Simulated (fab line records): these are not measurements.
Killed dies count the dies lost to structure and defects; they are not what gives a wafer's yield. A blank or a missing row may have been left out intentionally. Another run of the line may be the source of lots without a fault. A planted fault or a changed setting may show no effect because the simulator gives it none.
fab line records | flow nandHarc | part 2 of 2: steps 26 to 38 of 38
[record] lots = 5 wafers = 15 lastDay = 33
route steps=1302 shown A_CHANNEL_HOLE_D1@483 A_CHANNEL_FILL_D1@490 A_DECK1_JOINT@518
lots that met no fault: taken from a fault-free run of the same line
startH: hours from the record's first day to the start of the lot's first wafer shown | waitH: hours since the lot's step before | " unchanged from the row above | L1.1+2: a row that stands for several wafers | - value missing, or start not given | * or withheld: withheld | < > ~ a bound
route shown NAME@n: a module of which the file shows steps, and the number in the route of the first | usual: mean/standard deviation taken from wafers without a fault | same: alike in all rows | chamber/n: place in a boat | sites: per-site readings | _std_site: how widely they spread, as a standard deviation | _edge_site: inner sites' mean taken away from outer sites' mean | radiusMm: for every site, how far away it sits from the centre of the wafer | mask NAME#n: copy n | behind: the tool/chamber that last shaped the wafer | hold: the reason the lot was held/the length of the hold in hours/how it ended | device: which transistor (n, p or np) failed to switch | end of line: the tests these same wafers got at the end of their route | a step with no rows: only its recipe | killed: not the wafer's yield, but the dies lost to structure and defects at the first sort | map: per-die view of a wafer (x killed, . not killed, _ where there is no die)
set.NAME: the setting as run; set.NAME@STEP: as run at that earlier step | model.NAME: the simulator's own value behind a step, which no gauge read
certain route steps with their lots: each step a table, each wafer a row
services: when a tool's chamber went out of use (startH, in hours from the record's first day, below 0 if earlier), for how many hours, and the reason
[[steps]]
[step NHARC_A_CHANNEL_FILL_D1_ETCHBACK_08]
[recipe] targetDepthA = 2200 timeS = 110 c4f8FlowSccm = 20 arFlowSccm = withheld rfW = 600 biasW = 300 chemistry = C4F8
[usual] oesProductAu = 0.96/0.036 rfVppV = 440.3/2.5
// columns lot.wafer tool chamber startH waitH oesProductAu rfHoursCounterH rfVppV
L079.1 rieDiel-08 0 - - 0.99 4.1 438.0
L079.4 " 1 " " 0.98 3.6 436.8
L079.5 " 0 " " 0.99 - 439.2
L084.3 rieDiel-03 1 - - 0.92 1.9 441.6
L084.4 " 2 " " 0.92 - 439.7
L084.5 " 3 " " 0.91 - 439.7
L090.4 rieDiel-08 2 - - 0.99 0.9 440.5
L090.2 " 3 " " 1.00 1.1 439.4
L090.5 " 1 " " 1.01 - 438.7
L094.3 rieDiel-08 3 - - 0.91 3.6 437.7
L094.1 " 0 " " 0.95 3.5 439.6
L094.2 " 1 " " 0.93 3.2 436.2
L096.1 rieDiel-08 2 - - 0.99 4.7 440.7
L096.3 " 3 " " 0.98 4.8 439.6
L096.2 " 0 " " 0.99 4.6 438.8
[step NHARC_A_CHANNEL_FILL_D1_STRIP_29]
[recipe] timeS = 20 o2FlowSccm = 500 arFlowSccm = 0 biasW = 0 chemistry = O2
[usual] drypumpMotorCurrentA = 5.6/0.32 oesProductAu = 1.001/0.013 rfVppV = 57.7/0.89 showerheadPlenumPTorr = 3.50/0.13 throttleValvePct = 17.038/0.01
// columns lot.wafer tool chamber startH waitH drypumpMotorCurrentA oesProductAu rfHoursCounterH rfVppV showerheadPlenumPTorr throttleValvePct
L079.1 rieDiel-08 0 - - 5.3 1.015 4.1 58.2 3.43 17.021
L079.4 " 1 " " 5.4 0.988 3.6 57.8 3.34 17.032
L079.5 " 0 " " 5.3 1.013 - 56.8 3.43 17.044
L084.3 rieDiel-03 2 334.15 0.1 5.7 0.999 1.1 57.2 3.43 17.047
L084.4 " 3 " " 5.4 0.986 - 56.4 3.43 17.040
L084.5 " 1 " " 5.7 0.991 - 57.2 3.50 17.039
L090.2 rieDiel-08 0 - - 5.3 1.028 1.0 58.9 3.43 17.041
L090.4 " 3 " " 6.2 0.986 1.2 57.2 3.43 17.051
L090.5 " 1 " " 5.4 1.002 - 58.4 3.34 17.026
L094.2 rieDiel-08 3 - - 6.2 1.004 3.6 56.3 3.43 17.043
L094.3 " 0 " " 5.3 1.033 3.5 57.5 3.43 17.048
L094.1 " 2 " " 5.7 1.017 3.3 58.7 3.55 17.040
L096.2 rieDiel-08 2 - - 5.7 1.012 4.7 58.1 3.55 17.046
L096.3 " 0 " " 5.3 1.028 4.6 57.3 3.42 17.032
L096.1 " 1 " " 5.4 1.009 4.5 56.9 3.33 17.042
[step NHARC_A_CHANNEL_FILL_D1_PRECLEAN_30]
[recipe] timeS = 30 chemistry = dHF
// columns lot.wafer tool chamber startH waitH
L079.5+4+1 wetBench-06 7,0,1 277.55 -
L084.5+3+4 wetBench-02 1,2,3 334.26 -
L090.5+2+4 wetBench-01 1,2,4 389.96 -
L094.2+3+1 wetBench-06 4,7,1 433.31 -
L096.1+3+2 wetBench-02 7,1,4 455.42 -
[step NHARC_A_CHANNEL_FILL_D1_SRD_31]
// columns lot.wafer tool chamber startH waitH
L079.5+4+1 wetBench-06 7,0,1 277.58 0.0
L084.5+3+4 wetBench-02 1,2,3 334.28 0.0
L090.5+2+4 wetBench-01 1,2,4 389.98 0.0
L094.2+3+1 wetBench-06 4,7,1 433.34 0.0
L096.1+3+2 wetBench-02 7,1,4 455.45 0.0
[step NHARC_A_CHANNEL_FILL_D1_CVD_09]
[recipe] targetThkA = 1500 tempC = 620 pressureMtorr = 200 timeS = 3000 material = poly-Si
// columns lot.wafer tool chamber startH waitH
L079.1+4+5 lpcvdPoly-03 0 279.92 2.3
L084.3+4+5 lpcvdPoly-04 0 336.43 -
L090.2+4+5 lpcvdPoly-01 0 392.43 2.4
L094.1+2+3 lpcvdPoly-01 0 435.79 2.4
L096.1+2+3 lpcvdPoly-03 0 457.79 2.3
[step NHARC_A_CHANNEL_FILL_D1_CMP_10]
[recipe] targetThkNm = 150
[usual] motorCurrentA = 11.7/1.6 timeToEndpointS = 14.7/2.7
// columns lot.wafer tool chamber startH waitH motorCurrentA timeToEndpointS
L079.1 cmp-01 2 283.13 0.4 10.7 16.0
L079.4 " 1 " " 13.6 15.6
L079.5 " 3 " " 11.7 16.7
L084.4 cmp-02 1 339.62 0.4 12.4 16.6
L084.3 " 3 " " 11.4 9.6
L084.5 " 2 " " 10.3 17.5
L090.4 cmp-01 1 395.62 0.4 12.8 11.8
L090.2 " 2 " " 10.2 14.8
L090.5 " 0 " " 10.1 12.3
L094.2 cmp-02 3 438.98 0.4 12.4 10.9
L094.1 " 0 " " 10.5 13.0
L094.3 " 2 " " 10.3 17.2
L096.1 cmp-01 2 460.94 0.4 10.3 15.2
L096.3 " 3 " " 11.7 14.6
L096.2 " 0 " " 10.2 11.3
[step NHARC_A_CHANNEL_FILL_D1_SRD_12]
// columns lot.wafer tool chamber startH waitH
L079.4+1+5 wetBench-06 7,0,1 283.43 0.0
L084.5+4+3 wetBench-01 4,6,0 339.92 0.0
L090.5+4+2 wetBench-02 0,2,5 395.87 0.0
L094.3+2+1 wetBench-01 2,3,5 439.28 0.0
L096.2+3+1 wetBench-02 4,0,1 461.24 0.0
[step NHARC_A_CHANNEL_FILL_D1_INSPECT_13]
[usual] rawDefectCount = 338/140
// columns lot.wafer tool chamber startH waitH rawDefectCount
L079.1 defectInspect-02 - 283.54 0.0 485
L079.4 " - " " 350
L079.5 " - " " 399
L084.3 defectInspect-02 - 340.03 0.0 320
L084.4 " - " " 389
L084.5 " - " " 625
L090.2 defectInspect-02 - 395.98 0.0 388
L090.4 " - " " 136
L090.5 " - " " 229
L094.1 defectInspect-01 - 439.39 0.0 278
L094.2 " - " " 344
L094.3 " - " " 361
L096.1 defectInspect-01 - 461.35 0.0 276
L096.2 " - " " 447
L096.3 " - " " 282
[step NHARC_A_DECK1_JOINT_ETCHBACK_07]
[recipe] targetDepthA = 1050 timeS = 26.9 hbrFlowSccm = 150 rfW = 350 icpW = 350 biasW = 60 chemistry = HBr
[usual] drypumpMotorCurrentA = 5.7/0.34 oesProductAu = 1.001/0.015 throttleValvePct = 23.266/0.0093
// columns lot.wafer tool chamber startH waitH drypumpMotorCurrentA oesProductAu rfHoursCounterH throttleValvePct
L079.1 rieSi-05 1 283.60 0.1 5.7 0.992 0.8 23.261
L079.4 " 0 " " 5.7 1.005 1.0 23.254
L079.5 " 1 " " 5.7 0.986 - 23.267
L084.4 rieSi-02 1 340.09 0.1 5.3 1.015 0.4 23.260
L084.3 " 2 " " 5.4 1.002 0.4 23.268
L084.5 " 1 " " 5.3 1.029 - 23.260
L090.2 rieSi-05 3 396.04 0.1 5.2 1.010 0.4 23.267
L090.4 " 1 " " 5.7 0.984 0.5 23.261
L090.5 " 3 " " 5.2 1.015 - 23.257
L094.3 rieSi-02 2 439.46 0.1 5.3 0.988 1.0 23.266
L094.1 " 3 " " 6.0 1.006 1.0 23.279
L094.2 " 0 " " 5.4 1.002 1.1 23.250
L096.3 rieSi-05 2 461.41 0.1 6.2 0.995 1.0 23.269
L096.1 " 3 " " 5.2 1.019 0.9 23.278
L096.2 " 1 " " 5.7 0.976 0.9 23.251
[step NHARC_A_DECK1_JOINT_ETCH_25]
[recipe] targetDepthA = 5 chemistry = dHF material = SiO2
// columns lot.wafer tool chamber startH waitH
L079.5+1+4 wetBench-04 1,2,3 283.75 0.1
L084.5+3+4 wetBench-04 2,3,4 340.25 0.1
L090.2+4+5 wetBench-03 6,1,2 396.20 0.1
L094.3+1+2 wetBench-04 6,0,1 439.61 0.1
L096.1+3+2 wetBench-04 1,4,5 461.56 0.1
[step NHARC_A_DECK1_JOINT_ETCH_19]
[recipe] tempC = 25 targetDepthA = 30 chemistry = TMAH material = poly-Si
// columns lot.wafer tool chamber startH waitH
L079.5+1+4 wetBench-04 1,2,3 283.78 0.0
L084.5+3+4 wetBench-04 2,3,4 340.29 0.0
L090.2+4+5 wetBench-03 6,1,2 396.23 0.0
L094.3+1+2 wetBench-04 6,0,1 439.64 0.0
L096.1+3+2 wetBench-04 1,4,5 461.60 0.0
[step NHARC_A_DECK1_JOINT_ETCH_18]
[recipe] targetDepthA = 30 chemistry = dHF material = SiO2
// columns lot.wafer tool chamber startH waitH
L079.5+1+4 wetBench-04 1,2,3 - -
L084.5+3+4 wetBench-04 2,3,4 - -
L090.2+4+5 wetBench-03 6,1,2 - -
L094.3+1+2 wetBench-04 6,0,1 - -
L096.1+3+2 wetBench-04 1,4,5 - -
[step NHARC_A_DECK1_JOINT_WET_08]
[recipe] tempC = 160 timeS = 86 chemistry = H3PO4
// columns lot.wafer tool chamber startH waitH
L079.1+4+5 wetH3po4-02 0 285.59 -
L084.3+4+5 wetH3po4-02 1 342.07 -
L090.2+4+5 wetH3po4-01 1 398.04 -
L094.1+2+3 wetH3po4-02 1 441.44 -
L096.1+2+3 wetH3po4-01 1 463.40 -
[[services]]
// columns tool chamber startH hours kind
aldHk-03 - 212.00 10.0 pm
rieDiel-02 - 216.70 9.0 pm
rieDiel-03 3 227.46 2.8 repair
wetBench-04 - 235.01 8.0 pm
wetBench-02 - 244.01 8.0 pm
aldHk-03 - 244.15 2.4 repair
aldHk-02 - 269.20 0.3 repair
wetBench-01 - 277.60 8.0 pm
rieDiel-03 - 281.30 9.0 pm
rieDiel-08 2 291.58 10.8 repair
rieDiel-08 0 299.07 50.3 repair
rieDiel-03 0 333.20 14.6 repair
aldHk-02 - 348.27 10.0 pm
wetBench-06 - 355.21 0.5 repair
wetBench-02 - 363.52 1.0 repair
rieDiel-08 - 368.01 9.0 pm
wetBench-06 - 369.68 8.0 pm
wetBench-06 - 380.93 5.6 repair
wetBench-04 - 382.61 1.9 repair
aldHk-03 - 390.00 10.0 pm
wetBench-06 - 390.44 0.6 repair
wetBench-04 - 411.01 8.0 pm
wetBench-02 - 420.01 8.0 pm
wetBench-01 - 453.60 8.0 pm
